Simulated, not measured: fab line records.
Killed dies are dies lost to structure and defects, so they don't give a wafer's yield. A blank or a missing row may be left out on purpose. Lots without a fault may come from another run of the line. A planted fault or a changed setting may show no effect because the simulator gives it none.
fab line records ; flow nand_harc
[record] lots = 5; wafers = 15; last_day = 34
route steps=1302 shown A_BLC@1125 A_M0@1137 END@1302
lots with no fault: from the same line, run without faults
start_h: hours from the record's first day to the start of the lot's first wafer shown ; wait_h: hours elapsed since this lot's preceding step ; " same as the row above ; L1.1+2: a row that stands for several wafers ; - no value, or no start given ; * or withheld: withheld ; < > ~ a bound
route shown NAME@n: NAME is a module with steps in the file, n the number in the route of the first one ; usual: mean/standard deviation of fault-free wafers ; same: alike in all rows ; chamber/n: place in a boat ; sites: the reading at each site ; _std_site: how widely they spread, as a standard deviation ; _edge_site: inner sites' mean taken away from outer sites' mean ; radius_mm: how far each site lies from the wafer's centre ; mask NAME#n: copy n ; behind: tool/chamber where the wafer was last shaped ; hold: cause of the lot's hold/its duration in hours/its outcome ; device: names the non-switching transistor (n, p or np) ; end of line: the same wafers' tests at the end of the route ; for a step that has no rows: nothing shown but its recipe ; killed: dies lost to structure and defects at the first sort, not the wafer's yield ; map: shows each die of a wafer: x if killed, . if not, _ if none is there
set.NAME: the setting as run; set.NAME@STEP: as run at that earlier step ; model.NAME: the simulator's own value behind a step, which no gauge read
lots at some steps of the route; a table a step, a row a wafer
services: the hour from which a tool's chamber was out of use, counted from the record's first day as start_h (under 0 if before that day), plus the number of hours and why
[[steps]]
[step NHARC_A_BLC_STRIP_29]
[recipe] cf4_flow_sccm = 150; ar_flow_sccm = 0; bias_w = 0; chemistry = CF4
[step NHARC_A_BLC_STRIP_21]
[recipe] o2_flow_sccm = 500; ar_flow_sccm = 0; bias_w = 0; chemistry = O2
[step NHARC_A_BLC_STRIP_22]
[recipe] time_s = 600; temp_c = 30; chemistry = post_etch_residue_remover
[step NHARC_A_BLC_DEGAS_30]
[recipe] temp_c = 300; time_s = 60
[usual] heater_power_w = 462/23
lot.wafer;tool;chamber;start_h;wait_h;heater_power_w
L445.4;pvd_sputter-01;-;529.37;-;477
L445.3;pvd_sputter-01;-;529.37;-;471
L445.6;pvd_sputter-01;-;529.37;-;438
L451.1;pvd_sputter-02;-;594.82;-;459
L451.2;pvd_sputter-02;-;594.82;-;460
L451.3;pvd_sputter-02;-;594.82;-;437
L459.3;pvd_sputter-01;-;651.80;-;488
L459.5;pvd_sputter-01;-;651.80;-;481
L459.6;pvd_sputter-01;-;651.80;-;479
L462.4;pvd_sputter-01;-;696.68;-;479
L462.1;pvd_sputter-01;-;696.68;-;476
L462.6;pvd_sputter-01;-;696.68;-;479
L467.2;pvd_sputter-02;-;766.47;-;472
L467.4;pvd_sputter-02;-;766.47;-;448
L467.6;pvd_sputter-02;-;766.47;-;449
[step NHARC_A_BLC_PRE_CLEAN_31]
[recipe] time_s = 15; bias_v = 250; gas = Ar
[step NHARC_A_BLC_PVD_32]
[recipe] target_thk_a = 50; chamber_pressure_pa = 5; power_w = 5000; substrate_temp_c = 200; time_s = 17.7; material = Ti
[usual] throttle_valve_pct = 29.8/0.82
lot.wafer;tool;chamber;start_h;wait_h;throttle_valve_pct
L445.3;pvd_sputter-01;-;-;-;28.0
L445.4;pvd_sputter-01;-;-;-;29.8
L445.6;pvd_sputter-01;-;-;-;29.3
L451.2;pvd_sputter-02;-;-;-;28.5
L451.1;pvd_sputter-02;-;-;-;30.6
L451.3;pvd_sputter-02;-;-;-;29.3
L459.3;pvd_sputter-01;-;-;-;30.3
L459.5;pvd_sputter-01;-;-;-;30.3
L459.6;pvd_sputter-01;-;-;-;29.9
L462.1;pvd_sputter-01;-;-;-;30.4
L462.4;pvd_sputter-01;-;-;-;28.8
L462.6;pvd_sputter-01;-;-;-;29.9
L467.4;pvd_sputter-02;-;-;-;30.6
L467.2;pvd_sputter-02;-;-;-;29.7
L467.6;pvd_sputter-02;-;-;-;28.8
[step NHARC_A_BLC_ALD_23]
[recipe] target_thk_a = 30; pulse_time_s = 1; ald_cycles = 150; temp_c = 450; material = TiN
[step NHARC_A_BLC_CVD_24]
[recipe] target_thk_a = 1500; temp_c = 300; pressure_torr = 40; wf6_flow_sccm = 40; h2_flow_sccm = 1600; ar_flow_sccm = 1560; time_s = 434; material = W
[usual] heater_power_w = 484/35; throttle_valve_pct = 7.9/0.4
lot.wafer;tool;chamber;start_h;wait_h;heater_power_w;throttle_valve_pct
L445.3;cvd_w-02;0;-;-;511;7.6
L445.4;cvd_w-02;1;-;-;450;7.9
L445.6;cvd_w-02;0;-;-;528;7.8
L451.1;cvd_w-02;0;-;-;533;8.0
L451.2;cvd_w-02;1;-;-;436;7.8
L451.3;cvd_w-02;1;-;-;441;7.7
L459.3;cvd_w-01;0;-;-;473;7.4
L459.6;cvd_w-01;0;-;-;490;7.3
L459.5;cvd_w-01;1;-;-;499;8.4
L462.1;cvd_w-01;1;-;-;518;8.5
L462.4;cvd_w-01;1;-;-;499;8.5
L462.6;cvd_w-01;1;-;-;509;8.3
L467.2;cvd_w-01;1;-;-;505;8.2
L467.4;cvd_w-01;1;-;-;499;8.2
L467.6;cvd_w-01;0;-;-;487;7.6
[step NHARC_A_BLC_CMP_25]
[recipe] t_overpolish_s = 30; target_thk_nm = 150
[step NHARC_A_BLC_SRD_27]
[step NHARC_A_BLC_INSPECT_28]
[usual] raw_defect_count = 501/120
lot.wafer;tool;chamber;start_h;wait_h;raw_defect_count
L445.3;defect_inspect-02;-;530.74;0.1;617
L445.4;defect_inspect-02;-;530.74;0.1;674
L445.6;defect_inspect-02;-;530.74;0.1;636
L451.1;defect_inspect-02;-;596.19;0.1;690
L451.2;defect_inspect-02;-;596.19;0.1;561
L451.3;defect_inspect-02;-;596.19;0.1;819
L459.3;defect_inspect-02;-;653.20;0.1;426
L459.5;defect_inspect-02;-;653.20;0.1;350
L459.6;defect_inspect-02;-;653.20;0.1;506
L462.1;defect_inspect-01;-;698.51;0.1;386
L462.4;defect_inspect-01;-;698.51;0.1;593
L462.6;defect_inspect-01;-;698.51;0.1;549
L467.2;defect_inspect-02;-;767.84;0.1;299
L467.4;defect_inspect-02;-;767.84;0.1;313
L467.6;defect_inspect-02;-;767.84;0.1;323
[step NHARC_A_M0_DEP_00]
[recipe] target_thk_a = 1500; target_thk_nm = 150; temp_c = withheld; pressure_torr = 5; flow_sccm = 200; rf_w = 600; material = SiOC
lot.wafer;tool;chamber;start_h;wait_h
L445.3+6+4;pecvd-02;2,2,0;530.80;0.1
L451.2+3+1;pecvd-04;0,1,2;596.25;0.1
L459.3+5+6;pecvd-04;1,2,0;653.35;0.2
L462.1+6+4;pecvd-03;2,1,2;698.67;0.2
L467.2+4+6;pecvd-02;0,2,0;768.00;0.2
[step NHARC_A_M0_DEHYDRATE_01]
[recipe] temp_c = 150; time_s = 120
[step NHARC_A_M0_HMDS_02]
[recipe] time_s = 30
[step NHARC_A_M0_COAT_33]
[recipe] temp_c = 200; time_s = 65
[step NHARC_A_M0_COAT_03]
[recipe] spin_rpm = 1500; resist_thk_nm = 90
[step NHARC_A_M0_SOFTBAKE_04]
[recipe] temp_c = 105; time_s = 55
[step NHARC_A_M0_EBR_05]
[step NHARC_A_M0_EXPOSE_06]
[recipe] na = 1.35; target_cd_nm = 80; dose_mj = 83.25; mask_id = A_M0
[step NHARC_A_M0_PEB_07]
[recipe] peb_temp_c = 100; peb_time_s = 65
[step NHARC_A_M0_DEVELOP_08]
[recipe] develop_time_s = 35; dev_temp_c = 23
[step NHARC_A_M0_CD_MEAS_09]
[recipe] target_cd_nm = 80; landing_energy_ev = 500
[usual] cd_nm = 80.5/0.65
lot.wafer;tool;chamber;start_h;wait_h;cd_nm
L445.3;cd_sem-03;0;531.64;-;80.6
L445.4;cd_sem-03;0;531.64;-;80.7
L445.6;cd_sem-03;0;531.64;-;80.3
L451.1;cd_sem-03;0;597.08;-;81.2
L451.2;cd_sem-03;0;597.08;-;79.5
L451.3;cd_sem-03;0;597.08;-;80.1
L459.3;cd_sem-03;0;654.11;-;81.0
L459.5;cd_sem-03;0;654.11;-;80.3
L459.6;cd_sem-03;0;654.11;-;80.2
L462.1;cd_sem-01;0;699.29;-;79.4
L462.4;cd_sem-01;0;699.29;-;80.1
L462.6;cd_sem-01;0;699.29;-;80.8
L467.2;cd_sem-02;0;768.74;-;80.6
L467.4;cd_sem-02;0;768.74;-;79.8
L467.6;cd_sem-02;0;768.74;-;80.4
[step NHARC_A_M0_OVL_MEAS_10]
[recipe] pitch_nm = 160
[usual] overlay_x_nm = 0.1/0.84; overlay_y_nm = 0.0/0.84
lot.wafer;tool;chamber;start_h;wait_h;overlay_x_nm;overlay_y_nm
L445.3;overlay-02;-;531.73;-;-0.8;-0.1
L445.4;overlay-02;-;531.73;-;-0.8;-0.7
L445.6;overlay-02;-;531.73;-;-0.5;-0.9
L451.1;overlay-02;-;597.17;-;0.3;-0.6
L451.2;overlay-02;-;597.17;-;0.1;-0.6
L451.3;overlay-02;-;597.17;-;-0.1;-0.6
L459.3;overlay-02;-;654.19;-;-0.1;2.0
L459.5;overlay-02;-;654.19;-;-0.2;1.6
L459.6;overlay-02;-;654.19;-;0.1;1.8
L462.1;overlay-02;-;699.38;-;-1.7;0.7
L462.4;overlay-02;-;699.38;-;-1.8;0.8
L462.6;overlay-02;-;699.38;-;-1.7;0.4
L467.2;overlay-02;-;768.83;-;1.4;0.6
L467.4;overlay-02;-;768.83;-;1.6;0.3
L467.6;overlay-02;-;768.83;-;1.5;0.8
[step NHARC_A_M0_INSPECT_11]
[usual] raw_defect_count = 80/27
lot.wafer;tool;chamber;start_h;wait_h;raw_defect_count
L445.3;defect_inspect-02;-;531.76;0.0;111
L445.4;defect_inspect-02;-;531.76;0.0;108
L445.6;defect_inspect-02;-;531.76;0.0;107
L451.1;defect_inspect-02;-;597.21;0.0;32
L451.2;defect_inspect-02;-;597.21;0.0;38
L451.3;defect_inspect-02;-;597.21;0.0;39
L459.3;defect_inspect-01;-;654.23;0.0;68
L459.5;defect_inspect-01;-;654.23;0.0;70
L459.6;defect_inspect-01;-;654.23;0.0;68
L462.1;defect_inspect-01;-;699.42;0.0;63
L462.4;defect_inspect-01;-;699.42;0.0;76
L462.6;defect_inspect-01;-;699.42;0.0;64
L467.2;defect_inspect-01;-;768.86;0.0;42
L467.4;defect_inspect-01;-;768.86;0.0;41
L467.6;defect_inspect-01;-;768.86;0.0;53
[step NHARC_A_M0_DESCUM_14]
[recipe] time_s = 3; o2_flow_sccm = 200; ar_flow_sccm = 0; bias_power_w = 0; chemistry = O2
[step NHARC_A_M0_ETCH_34]
[recipe] target_depth_a = 400; overetch_a = 120; time_s = 43.94; ion_energy_ev = 200; n2_flow_sccm = 150; h2_flow_sccm = 150; ar_flow_sccm = 0; rf_w = 400; bias_w = 150; chemistry = N2/H2
[step NHARC_A_M0_ETCH_15]
[recipe] target_depth_a = 1500; overetch_a = 150; time_s = 82.5; c4f8_flow_sccm = withheld; ar_flow_sccm = 400; rf_w = 600; bias_w = 300; chemistry = C4F8/Ar
[usual] oes_product_au = 0.946/0.022; rf_vpp_V = 441.6/2.5
lot.wafer;tool;chamber;start_h;wait_h;oes_product_au;rf_hours_counter_h;rf_vpp_V
L445.3;rie_diel-09;3;-;-;0.970;0.9;443.5
L445.4;rie_diel-09;0;-;-;0.958;-;437.6
L445.6;rie_diel-09;2;-;-;0.972;-;444.4
L451.2;rie_diel-08;1;-;-;0.983;2.7;441.0
L451.3;rie_diel-08;2;-;-;0.973;3.5;443.2
L451.1;rie_diel-08;3;-;-;0.964;3.7;440.7
L459.3;rie_diel-08;3;-;-;0.922;7.3;441.7
L459.5;rie_diel-08;0;-;-;0.915;-;438.8
L459.6;rie_diel-08;3;-;-;0.920;-;441.2
L462.4;rie_diel-10;0;-;-;0.931;4.3;440.3
L462.1;rie_diel-10;1;-;-;0.922;4.1;437.9
L462.6;rie_diel-10;2;-;-;0.915;-;443.8
L467.4;rie_diel-09;1;-;-;0.980;3.8;441.1
L467.2;rie_diel-09;3;-;-;0.961;4.3;443.3
L467.6;rie_diel-09;1;-;-;0.972;-;439.3
[step NHARC_A_M0_CD_MEAS_16]
[usual] cd_nm = 80.5/0.89
lot.wafer;tool;chamber;start_h;wait_h;cd_nm
L445.3;cd_sem-03;-;532.17;-;81.4
L445.4;cd_sem-03;-;532.17;-;82.0
L445.6;cd_sem-03;-;532.17;-;79.4
L451.1;cd_sem-02;-;597.57;-;81.7
L451.2;cd_sem-02;-;597.57;-;79.7
L451.3;cd_sem-02;-;597.57;-;80.4
L459.3;cd_sem-02;-;654.66;-;80.7
L459.5;cd_sem-02;-;654.66;-;80.0
L459.6;cd_sem-02;-;654.66;-;80.9
L462.1;cd_sem-02;-;699.77;-;79.4
L462.4;cd_sem-02;-;699.77;-;80.4
L462.6;cd_sem-02;-;699.77;-;79.5
L467.2;cd_sem-03;-;769.22;-;81.1
L467.4;cd_sem-03;-;769.22;-;80.7
L467.6;cd_sem-03;-;769.22;-;80.5
[step NHARC_A_M0_STRIP_18]
[recipe] power_w = 1000; n2_flow_sccm = 150; h2_flow_sccm = 150; ar_flow_sccm = 0; bias_w = 0; chemistry = N2/H2
[step NHARC_A_M0_STRIP_19]
[recipe] time_s = 600; temp_c = 30; chemistry = post_etch_residue_remover
[step NHARC_A_M0_DEGAS_28]
[recipe] temp_c = 250; time_s = 60
[usual] heater_power_w = 330/17
lot.wafer;tool;chamber;start_h;wait_h;heater_power_w
L445.4;pvd_sputter-02;-;532.78;-;324
L445.3;pvd_sputter-02;-;532.78;-;307
L445.6;pvd_sputter-02;-;532.78;-;329
L451.3;pvd_sputter-02;-;598.21;-;307
L451.2;pvd_sputter-02;-;598.21;-;315
L451.1;pvd_sputter-02;-;598.21;-;324
L459.3;pvd_sputter-02;-;655.30;-;309
L459.6;pvd_sputter-02;-;655.30;-;327
L459.5;pvd_sputter-02;-;655.30;-;316
L462.4;pvd_sputter-03;-;700.41;-;359
L462.1;pvd_sputter-03;-;700.41;-;305
L462.6;pvd_sputter-03;-;700.41;-;358
L467.2;pvd_sputter-02;-;769.91;-;309
L467.4;pvd_sputter-02;-;769.91;-;307
L467.6;pvd_sputter-02;-;769.91;-;319
[step NHARC_A_M0_PRE_CLEAN_29]
[recipe] time_s = 30; temp_c = 280; gas = H2/He
[step NHARC_A_M0_PVD_20]
[recipe] target_thk_a = 50; bias_v = 168.6; power_w = 15000; chamber_pressure_pa = 0.12; time_s = 8.06; substrate_temp_c = 50; material = TaN
[step NHARC_A_M0_PVD_21]
[recipe] target_thk_a = 300; chamber_pressure_pa = 5; power_w = 5000; substrate_temp_c = 30; time_s = 20.49; material = Cu
[step NHARC_A_M0_ECD_22]
[recipe] target_thk_a = 4000; bath_temp_c = 25; material = Cu
[step NHARC_A_M0_ANNEAL_30]
[recipe] temp_c = 225; time_s = 90
[step NHARC_A_M0_CMP_23]
[recipe] t_overpolish_s = 20; target_thk_nm = 113.75
[step NHARC_A_M0_SRD_25]
[step NHARC_A_M0_INSPECT_27]
[usual] raw_defect_count = 527/110
lot.wafer;tool;chamber;start_h;wait_h;raw_defect_count
L445.3;defect_inspect-01;-;534.33;0.0;571
L445.4;defect_inspect-01;-;534.33;0.0;408
L445.6;defect_inspect-01;-;534.33;0.0;740
L451.1;defect_inspect-01;-;599.76;0.0;568
L451.2;defect_inspect-01;-;599.76;0.0;534
L451.3;defect_inspect-01;-;599.76;0.0;524
L459.3;defect_inspect-02;-;656.84;0.0;393
L459.5;defect_inspect-02;-;656.84;0.0;505
L459.6;defect_inspect-02;-;656.84;0.0;498
L462.1;defect_inspect-02;-;701.95;0.0;560
L462.4;defect_inspect-02;-;701.95;0.0;530
L462.6;defect_inspect-02;-;701.95;0.0;384
L467.2;defect_inspect-02;-;771.49;0.0;404
L467.4;defect_inspect-02;-;771.49;0.0;374
L467.6;defect_inspect-02;-;771.49;0.0;308
[step NHARC_END_SORT_01]
[recipe] temp_c = 25
[usual] defect_limited_yield = 91.3/2.2; killed_at_array = 55/15; killed_at_other = 1.0/1.2; killed_at_periphery = 3.4/2.2; killed_dies = 59/15; killed_open = 3.2/2; killed_short = 2.5/1.7
[same] gross_dies = 677
lot.wafer;tool;chamber;start_h;wait_h;defect_limited_yield[%];killed_at_array;killed_at_other;killed_at_periphery;killed_dies;killed_open;killed_short
L445.3;prober-01;0;572.01;3.1;89.8;63;5;1;69;5;5
L445.4;prober-01;0;572.80;3.4;91.1;57;2;1;60;1;0
L445.6;prober-01;0;574.38;4.0;91.0;58;2;1;61;5;3
L451.1;prober-01;0;639.42;2.5;94.7;35;0;1;36;3;1
L451.2;prober-01;0;640.21;2.8;94.8;33;0;2;35;4;3
L451.3;prober-01;0;641.01;3.1;95.3;32;0;0;32;1;3
L459.3;prober-02;0;698.01;3.1;92.9;45;0;3;48;7;3
L459.5;prober-02;0;699.64;3.7;0;670;1;6;677;4;3
L459.6;prober-02;0;700.45;4.1;91.9;54;0;1;55;5;1
L462.1;prober-01;0;738.28;2.5;91.9;48;1;6;55;3;5
L462.4;prober-01;0;740.68;3.4;91.6;54;1;2;57;0;0
L462.6;prober-01;0;742.28;4.0;90.3;58;0;8;66;5;4
// killed by level:class
L445.3 A_CHANNEL_HOLE_D1:chamber_film_flake=31 A_CHANNEL_HOLE_D2:chamber_film_flake=11 A_CONTACT:chamber_film_flake=5 THIN_TSV:chamber_film_flake=4 A_ONON_D2:geometric_particle:short=3 A_STAIRCASE:chamber_film_flake=3 A_BONDPAD:chamber_film_flake=3 A_CHANNEL_FILL_D2:geometric_particle:open=2
L445.4 A_CHANNEL_HOLE_D2:chamber_film_flake=34 A_CHANNEL_HOLE_D1:chamber_film_flake=11 A_CONTACT:chamber_film_flake=9 THIN_TSV:chamber_film_flake=2 A_ONON_D1:geometric_particle:open=1 P_STI:chamber_film_flake=1 A_M1:chamber_film_flake=1 A_BONDPAD:chamber_film_flake=1
L445.6 A_CHANNEL_HOLE_D1:chamber_film_flake=30 A_CHANNEL_HOLE_D2:chamber_film_flake=15 A_BONDPAD:chamber_film_flake=3 A_ONON_D2:geometric_particle:open=2 A_STAIRCASE:chamber_film_flake=2 P_CONTACT:geometric_particle:open=1 A_ONON_D1:geometric_particle:short=1 A_CHANNEL_FILL_D1:geometric_particle:open=1
L451.1 A_CHANNEL_HOLE_D2:chamber_film_flake=13 A_CONTACT:chamber_film_flake=6 A_M1:chamber_film_flake=4 A_CHANNEL_HOLE_D1:chamber_film_flake=3 A_STAIRCASE:chamber_film_flake=3 A_DECK1_JOINT:geometric_particle:open=2 A_ONON_D1:geometric_particle:open=1 A_ONON_D2:geometric_particle:short=1
L451.2 A_CHANNEL_HOLE_D2:chamber_film_flake=16 A_CONTACT:chamber_film_flake=5 A_WL_FILL:geometric_particle:short=2 A_CHANNEL_HOLE_D1:chamber_film_flake=2 P_GATE:geometric_particle:open=1 P_M0:geometric_particle:open=1 A_ONON_D2:geometric_particle:short=1 A_ONON_D2:geometric_particle:open=1
L451.3 A_CHANNEL_HOLE_D2:chamber_film_flake=18 A_STAIRCASE:chamber_film_flake=7 A_CONTACT:chamber_film_flake=2 A_CHANNEL_FILL_D1:geometric_particle:short=1 A_DECK1_JOINT:geometric_particle:open=1 A_ONON_D2:geometric_particle:short=1 A_CHANNEL_FILL_D2:geometric_particle:short=1 A_SGD_CUT:chamber_film_flake=1
L459.3 A_CHANNEL_HOLE_D1:chamber_film_flake=31 A_ONON_D1:geometric_particle:open=3 P_GATE:chamber_film_flake=2 A_CHANNEL_HOLE_D2:chamber_film_flake=2 A_STAIRCASE:chamber_film_flake=2 P_M0:geometric_particle:short=1 A_SOURCE_PLATE:geometric_particle:open=1 A_DECK1_JOINT:geometric_particle:open=1
L459.5 A_M0:area_dep=624 A_CHANNEL_HOLE_D1:chamber_film_flake=30 A_CHANNEL_HOLE_D2:chamber_film_flake=4 P_GATE:chamber_film_flake=3 A_CONTACT:chamber_film_flake=3 P_GATE:geometric_particle:open=2 A_ZERO_WELL:chamber_film_flake=2 A_CHANNEL_FILL_D2:chamber_film_flake=2
L459.6 A_CHANNEL_HOLE_D1:chamber_film_flake=36 A_STAIRCASE:chamber_film_flake=3 A_WL_FILL:geometric_particle:open=2 A_ZERO_WELL:chamber_film_flake=2 A_CHANNEL_FILL_D2:chamber_film_flake=2 A_CONTACT:chamber_film_flake=2 A_M1:chamber_film_flake=2 P_M1:geometric_particle:open=1
L462.1 A_CHANNEL_HOLE_D2:chamber_film_flake=21 A_CHANNEL_HOLE_D1:chamber_film_flake=8 A_SLIT:chamber_film_flake=5 A_CONTACT:chamber_film_flake=5 P_CONTACT:geometric_particle:short=2 A_CHANNEL_FILL_D1:chamber_film_flake=2 A_ONON_D1:geometric_particle:short=1 A_CHANNEL_FILL_D2:geometric_particle:short=1
L462.4 A_CHANNEL_HOLE_D2:chamber_film_flake=30 A_CHANNEL_HOLE_D1:chamber_film_flake=11 A_CONTACT:chamber_film_flake=6 A_SLIT:chamber_film_flake=5 P_M1:chamber_film_flake=2 A_WL_FILL:chamber_film_flake=2 HYBRID_BOND:chamber_film_flake=1
L462.6 A_CHANNEL_HOLE_D2:chamber_film_flake=26 A_CHANNEL_HOLE_D1:chamber_film_flake=11 A_CONTACT:chamber_film_flake=8 P_M0:geometric_particle:open=3 P_M1:chamber_film_flake=3 A_STAIRCASE:chamber_film_flake=2 A_ZERO_WELL:chamber_film_flake=2 A_SLIT:chamber_film_flake=2
// map L459.5 (x killed, . not)
____________x____________
_________xxxxxxx_________
_______xxxxxxxxxxx_______
______xxxxxxxxxxxxx______
_____xxxxxxxxxxxxxxx_____
____xxxxxxxxxxxxxxxxx____
____xxxxxxxxxxxxxxxxx____
___xxxxxxxxxxxxxxxxxxx___
___xxxxxxxxxxxxxxxxxxx___
__xxxxxxxxxxxxxxxxxxxxx__
__xxxxxxxxxxxxxxxxxxxxx__
_xxxxxxxxxxxxxxxxxxxxxxx_
_xxxxxxxxxxxxxxxxxxxxxxx_
_xxxxxxxxxxxxxxxxxxxxxxx_
_xxxxxxxxxxxxxxxxxxxxxxx_
_xxxxxxxxxxxxxxxxxxxxxxx_
xxxxxxxxxxxxxxxxxxxxxxxxx
xxxxxxxxxxxxxxxxxxxxxxxxx
xxxxxxxxxxxxxxxxxxxxxxxxx
xxxxxxxxxxxxxxxxxxxxxxxxx
xxxxxxxxxxxxxxxxxxxxxxxxx
_xxxxxxxxxxxxxxxxxxxxxxx_
_xxxxxxxxxxxxxxxxxxxxxxx_
_xxxxxxxxxxxxxxxxxxxxxxx_
_xxxxxxxxxxxxxxxxxxxxxxx_
_xxxxxxxxxxxxxxxxxxxxxxx_
__xxxxxxxxxxxxxxxxxxxxx__
__xxxxxxxxxxxxxxxxxxxxx__
___xxxxxxxxxxxxxxxxxxx___
___xxxxxxxxxxxxxxxxxxx___
____xxxxxxxxxxxxxxxxx____
____xxxxxxxxxxxxxxxxx____
_____xxxxxxxxxxxxxxx_____
______xxxxxxxxxxxxx______
_______xxxxxxxxxxx_______
_________xxxxxxx_________
____________x____________
// map L451.1 (x killed, . not)
____________.____________
_________......._________
_______...x......._______
______.............______
_____...x..........._____
____.................____
____.................____
___.........x.........___
___..x................___
__............x....x...__
__..............x......__
_..x...................._
_.............x..xxx...._
_.........x.....xx......_
_..............xxx......_
_............x....x....._
...................x.....
.........................
.....xx............x.....
.........................
....x...........x.....x..
_..........x............_
_......................._
_......................._
_....x.................._
_.x...x................._
__.....................__
__.....x...............__
___...................___
___.......x...........___
____.................____
____.................____
_____...........x..._____
______.............______
_______..........._______
_________...x..._________
____________x____________
[[services]]
tool;chamber;start_h;hours;kind
rie_diel-08;3;516.00;6.1;repair
pecvd-04;2;519.92;5.1;repair
rie_diel-08;0;522.54;6.7;repair
rie_diel-09;-;525.22;0.2;repair
rie_diel-09;-;529.65;0.7;repair
rie_diel-08;-;544.88;9.0;pm
rie_diel-09;2;545.26;13.2;repair
cvd_w-01;-;547.00;13.0;pm
pecvd-03;-;547.39;13.0;pm
pvd_sputter-01;-;582.02;10.0;pm
pecvd-02;-;589.45;13.0;pm
rie_diel-08;0;605.00;1.5;repair
cvd_w-02;-;631.00;13.0;pm
pecvd-04;-;631.00;13.0;pm
pvd_sputter-02;-;638.01;10.0;pm
rie_diel-08;2;651.51;5.8;repair
rie_diel-09;-;674.10;9.0;pm
cvd_w-01;0;688.19;14.0;repair
rie_diel-09;1;717.98;3.8;repair
rie_diel-08;-;721.88;9.0;pm
pecvd-02;2;727.08;1.8;repair
rie_diel-09;1;727.74;8.5;repair
cvd_w-01;-;728.00;13.0;pm
pvd_sputter-01;-;760.02;10.0;pm
[[key]]
[first_sign] step = NHARC_END_SORT_01; reading = defect_limited_yield; direction = down; sigmas = 42; usual = 91.3; struck = 0
[effect] step = NHARC_END_SORT_01; reading = killed_dies; direction = up; sigmas = 42; usual = 59; struck = 677
[more_kills_born_at] NHARC_A_M0_DEP_00@pecvd-04 = 624
met_at NHARC_A_M0_DEP_00
struck_wafers L459.5
later_rows_left_out L459.5
onset_between 596.25 653.35
[fault] kind = process_parameter_drift; tool = pecvd-04; chamber = 2; onset_h = 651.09; steps = NHARC_A_M0_DEP_00; channel = target_thk_nm; offset = 86.302; shape = step; end_h = 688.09; acts_in = these_recipes_only; stated = 150
// later_rows_left_out: the simulator's readings of these wafers behind a module that went badly wrong aren't trusted and aren't shown, but for the sort
